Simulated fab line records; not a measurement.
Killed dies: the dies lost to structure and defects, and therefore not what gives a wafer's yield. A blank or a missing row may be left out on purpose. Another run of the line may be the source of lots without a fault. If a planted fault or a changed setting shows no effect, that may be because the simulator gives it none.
The same fault as seen by 3 desks + flow n5_finfet + numbers are kept per desk, each desk with only its own; the story behind them comes last

THE DEFECT DESK
Counts from the inspections along the route, per lot, as means over the sampled wafers that have a number. A lot is out of limits, marked OUT, if its mean lies more than 4 standard deviations from the usual mean; the brackets give that distance.
Columns: A = raw_defect_count at N5_BEOL_M5_INSPECT_13, usual 386
| lot  | first seen here | A   |
|------|-----------------|-----|
| L921 | day 9 11:10     | 296 |
| L920 | day 9 11:26     | 366 |
| L925 | day 10 11:02    | 378 |
| L926 | day 10 23:45    | 304 |
| L928 | day 11 17:17    | 544 |
| L929 | day 11 21:16    | 286 |
| L931 | day 12 02:17    | 549 |
| L932 | day 12 10:10    | 514 |
| L935 | day 13 02:23    | 308 |
| L937 | day 13 23:55    | 397 |
| L939 | day 14 00:07    | 313 |
| L941 | day 14 10:50    | 452 |
This desk found nothing out of limits on any of the 12 lots.

FROM THE METROLOGY DESK
What the gauges read, lot by lot, whatever tool the lot ran on: means of the sampled wafers that have a number. A lot is out of limits, marked OUT, if its mean lies more than 4 standard deviations from the usual mean; the brackets give that distance.
Columns: A = V4_OVL at N5_BEOL_M5_OVL_MEAS_29, usual 0.1 nm
| lot  | first seen here | A    |
|------|-----------------|------|
| L920 | day 9 14:41     | -0.3 |
| L921 | day 9 14:44     | 0.8  |
| L925 | day 10 12:26    | -0.0 |
| L926 | day 11 01:48    | 0.3  |
| L928 | day 11 19:38    | -0.1 |
| L929 | day 12 00:43    | -0.9 |
| L931 | day 12 06:35    | -0.3 |
| L932 | day 12 13:03    | 0.3  |
| L935 | day 13 04:32    | 0.9  |
| L939 | day 14 03:25    | -0.1 |
| L937 | day 14 03:29    | 0.3  |
| L941 | day 14 12:32    | 0.0  |
This desk found nothing out of limits on any of the 12 lots.

DESK OF THE TOOL OWNER: litho_track-03
The tool's own readings at N5_BEOL_M5_COAT_22 (resist thk 30 nm): means of the sampled wafers that have a number, for each lot that ran on this tool. A lot is out of limits, marked OUT, if its mean lies more than 4 standard deviations from the usual mean; the brackets give that distance.
Columns: A = spin_speed_rpm at N5_BEOL_M5_COAT_22, usual 1500.0 rpm
| lot  | first seen here | A                |
|------|-----------------|------------------|
| L926 | day 11 01:20    | 1499.9           |
| L929 | day 12 00:24    | 1499.9           |
| L931 | day 12 06:16    | 1500.2           |
| L932 | day 12 12:35    | 1461.6 (-39) OUT |
| L935 | day 13 04:10    | 1461.1 (-40) OUT |
This desk's finding: out of limits on L932, L935; first on L932, day 12 12:35 (spin_speed_rpm at N5_BEOL_M5_COAT_22). L926, L929, L931 stayed within limits.

BROUGHT TOGETHER
At day 12 12:35, on L932, L935, the tool owner's desk was in a position to raise an alarm.
Nothing the defect desk looked at was out of limits.
The metrology desk saw nothing out of limits.
The defect desk has L932, L935 on record, within its limits.
The metrology desk holds a record of L932, L935, inside its limits.
Of the lots named, all ran N5_BEOL_M5_COAT_22 on litho_track-03.

WHAT THE SIMULATOR HAD PUT IN
Process parameters drifting: litho_track-03 at N5_BEOL_M5_COAT_22, beginning at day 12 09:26. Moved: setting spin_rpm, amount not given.
Lots struck among those shown: L932, L935.
Each desk's first reading out of limits, in hours after the fault started: the tool owner's desk, 3.
